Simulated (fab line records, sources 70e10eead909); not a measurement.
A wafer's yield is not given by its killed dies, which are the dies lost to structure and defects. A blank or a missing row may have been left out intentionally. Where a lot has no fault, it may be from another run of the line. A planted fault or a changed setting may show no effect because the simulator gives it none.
Which of the tools did it? | flow nand-harc | 24 lots, 72 wafers sampled, at 4 steps of a route of 1159

WHAT THE GAUGES SHOWED, per wafer
NHARC_A_SOURCE_PLATE_INSPECT_08.
lot  | measured     | on                | raw-defect-count
L075 | day 7 10:00  | defect-inspect-01 | 18 17 46
L074 | day 7 10:01  | defect-inspect-01 | 34 44 35
L077 | day 8 06:01  | defect-inspect-01 | 29 58 38
L078 | day 8 06:01  | defect-inspect-02 | 14 42 38
L076 | day 8 06:02  | defect-inspect-02 | 59 59 40
L080 | day 8 16:28  | defect-inspect-02 | 47 53 61
L079 | day 8 16:28  | defect-inspect-01 | 44 87 62
L081 | day 9 09:00  | defect-inspect-02 | 39 34 42
L082 | day 9 15:52  | defect-inspect-02 | 59 40 41
L083 | day 9 20:59  | defect-inspect-01 | 40 49 30
L084 | day 10 03:11 | defect-inspect-02 | 56 44 90
L085 | day 10 03:11 | defect-inspect-01 | 60 166 130
L086 | day 11 01:42 | defect-inspect-01 | 45 15 69
L087 | day 11 01:43 | defect-inspect-01 | 40 47 62
L089 | day 11 01:43 | defect-inspect-01 | 64 101 89
L088 | day 11 06:24 | defect-inspect-01 | 36 54 25
L090 | day 11 19:47 | defect-inspect-01 | 87 91 82
L091 | day 11 19:49 | defect-inspect-01 | 76 74 67
L092 | day 12 04:39 | defect-inspect-02 | 94 51 43
L093 | day 12 14:52 | defect-inspect-02 | 31 53 33
L094 | day 12 14:52 | defect-inspect-01 | 76 63 77
L096 | day 13 00:17 | defect-inspect-02 | 67 42 67
L095 | day 13 00:17 | defect-inspect-01 | 70 65 105
L097 | day 13 06:22 | defect-inspect-02 | 71 75 49

NHARC_A_ONON_D1_THK_MEAS_18: measures by ellipsometry.
lot  | measured     | on            | thk-nm (nm)
L075 | day 7 19:57  | film-metro-01 | 999 1000 998
L074 | day 7 20:18  | film-metro-02 | 997 996 994
L077 | day 8 16:00  | film-metro-01 | 1001 1000 1000
L078 | day 8 16:00  | film-metro-02 | 1013 1012 1016
L076 | day 8 15:59  | film-metro-01 | 992 994 995
L080 | day 9 05:58  | film-metro-01 | 999 999 1001
L079 | day 9 05:59  | film-metro-01 | 1010 1009 1007
L081 | day 9 19:01  | film-metro-01 | 1002 1002 1003
L082 | day 10 01:49 | film-metro-01 | 1004 1004 1004
L083 | day 10 09:01 | film-metro-02 | 994 992 993
L084 | day 10 13:07 | film-metro-02 | 997 998 998
L085 | day 10 13:07 | film-metro-01 | 998 997 998
L086 | day 11 13:39 | film-metro-02 | 1002 1001 1002
L087 | day 11 13:41 | film-metro-02 | 1006 1007 1007
L089 | day 11 13:39 | film-metro-01 | 1009 1010 1009
L088 | day 11 17:09 | film-metro-01 | 1010 1009 1009
L090 | day 12 05:53 | film-metro-02 | 1004 1002 1003
L091 | day 12 05:53 | film-metro-01 | 982 983 983
L092 | day 12 15:45 | film-metro-02 | 1003 1003 1002
L093 | day 13 01:46 | film-metro-01 | 1002 1003 1002
L094 | day 13 01:44 | film-metro-01 | 993 992 993
L096 | day 13 11:20 | film-metro-01 | 1018 1020 1017
L095 | day 13 11:21 | film-metro-02 | 991 992 991
L097 | day 13 20:16 | film-metro-02 | 993 993 993

NHARC_A_CHANNEL_HOLE_D1_OVL_MEAS_11.
lot  | measured     | on         | overlay-x-nm (nm) | overlay-y-nm (nm)
L075 | day 8 04:46  | overlay-02 | 1.8 1.1 0.9       | -0.6 -0.8 -0.7
L074 | day 8 04:12  | overlay-01 | -0.8 -0.4 -0.5    | -1.1 -0.9 -1.0
L077 | day 8 22:02  | overlay-01 | 0.6 0.2 0.4       | 0.8 0.3 0.2
L078 | day 8 21:52  | overlay-01 | 0.4 -0.2 -0.2     | -0.7 -0.1 -0.3
L076 | day 8 21:33  | overlay-01 | -1.0 -1.1 -0.4    | -0.3 -0.3 0.4
L080 | day 9 11:28  | overlay-01 | 1.7 1.1 1.9       | 0.4 0.3 0.2
L079 | day 9 13:04  | overlay-02 | 0.3 0.6 -0.2      | 1.6 1.3 0.8
L081 | day 10 00:41 | overlay-02 | -0.8 -1.1 -0.3    | 0.2 1.1 0.3
L082 | day 10 07:45 | overlay-02 | -0.2 -0.3 -0.2    | -1.0 -0.7 -0.5
L083 | day 10 14:40 | overlay-02 | 1.4 1.3 1.4       | 0.2 0.4 0.9
L084 | day 10 18:37 | overlay-02 | 1.1 1.1 0.7       | 1.1 1.2 1.3
L085 | day 10 19:07 | overlay-02 | 1.4 1.8 1.2       | 0.3 0.5 0.5
L086 | day 11 19:08 | overlay-02 | 0.4 0.3 -0.1      | -0.6 -0.4 -0.8
L087 | day 11 19:26 | overlay-01 | 0.6 0.3 1.2       | 0.2 -0.2 -0.5
L089 | day 11 20:37 | overlay-01 | -0.7 -0.8 -0.8    | -1.4 -1.7 -0.9
L088 | day 11 22:59 | overlay-01 | 1.1 1.2 0.7       | -0.7 -0.4 -0.9
L090 | day 12 11:40 | overlay-02 | 0.1 0.6 0.4       | 0.2 -0.1 0.2
L091 | day 12 11:30 | overlay-01 | 0.3 0.3 1.5       | 0.3 0.2 -0.6
L092 | day 12 22:10 | overlay-02 | 1.2 0.8 0.8       | -0.6 -0.5 0.1
L093 | day 13 08:24 | overlay-01 | -0.7 -0.1 -1.1    | -1.5 -1.9 -1.1
L094 | day 13 07:47 | overlay-01 | -0.4 0.1 0.0      | -0.6 0.1 0.1
L096 | day 13 18:37 | overlay-02 | 1.5 1.5 1.6       | 0.5 1.0 0.3
L095 | day 13 19:11 | overlay-02 | 1.3 1.6 1.6       | -0.3 0.3 0.4
L097 | day 14 02:40 | overlay-02 | 2.0 2.4 2.4       | 0.0 1.1 0.7

NHARC_A_CHANNEL_HOLE_D1_INSPECT_12.
lot  | measured     | on                | raw-defect-count
L075 | day 8 04:49  | defect-inspect-01 | 2 6 3
L074 | day 8 04:14  | defect-inspect-01 | 3 0 1
L077 | day 8 22:05  | defect-inspect-01 | 4 5 5
L078 | day 8 21:54  | defect-inspect-02 | 1 2 6
L076 | day 8 21:35  | defect-inspect-01 | 9 10 6
L080 | day 9 11:29  | defect-inspect-02 | 2 2 3
L079 | day 9 13:05  | defect-inspect-02 | 3 6 4
L081 | day 10 00:43 | defect-inspect-01 | 5 13 4
L082 | day 10 07:47 | defect-inspect-01 | 3 3 4
L083 | day 10 14:42 | defect-inspect-01 | 5 6 3
L084 | day 10 18:38 | defect-inspect-01 | 4 6 12
L085 | day 10 19:10 | defect-inspect-01 | 5 16 9
L086 | day 11 19:11 | defect-inspect-01 | 5 4 3
L087 | day 11 19:29 | defect-inspect-01 | 2 4 5
L089 | day 11 20:39 | defect-inspect-01 | 10 8 9
L088 | day 11 23:02 | defect-inspect-01 | 5 8 7
L090 | day 12 11:42 | defect-inspect-01 | 13 10 8
L091 | day 12 11:32 | defect-inspect-01 | 7 4 4
L092 | day 12 22:13 | defect-inspect-02 | 4 5 6
L093 | day 13 08:26 | defect-inspect-02 | 4 2 2
L094 | day 13 07:49 | defect-inspect-01 | 10 5 4
L096 | day 13 18:39 | defect-inspect-01 | 7 5 7
L095 | day 13 19:14 | defect-inspect-01 | 3 8 6
L097 | day 14 02:42 | defect-inspect-01 | 4 6 4

WHICH TOOL RAN EACH LOT (tool, then ch and the chambers of the sampled wafers, then the start)
Before these readings, the record contains no process step.

WHAT THE TOOLS THEMSELVES READ (means of the sampled wafers that have a number; where no wafer has one, the mark that the record gives instead)
The record holds no such reading with a usual standard deviation.

THE ANSWER, worked out from the rows above alone
Rule: usual is defined by the lots themselves. The widest of any qualifying gaps counts: lots, ordered by their means at a reading, are off when they make up no more than a third of the lots, leave a main group of 4 or more, and stand apart from it by 3 or more times the standard deviation of that group's means. If all means in a main group match to the digits the tables above print for the reading, that group is not used. Also off: a lot with no number at a reading for which 4 or more lots have one. Where the step has rows for the other lots, those lots are counted as sound. Order of review: gauges by route order, followed by the tools' own readings, for which a lot's mean as printed above is used. At the first step where some lot is off, the reading lying furthest off is the one used; lots without a number count as furthest.
Across all readings shown, no lot is off: no conclusion can be drawn from this.

WHAT WAS PUT IN BY THE SIMULATOR
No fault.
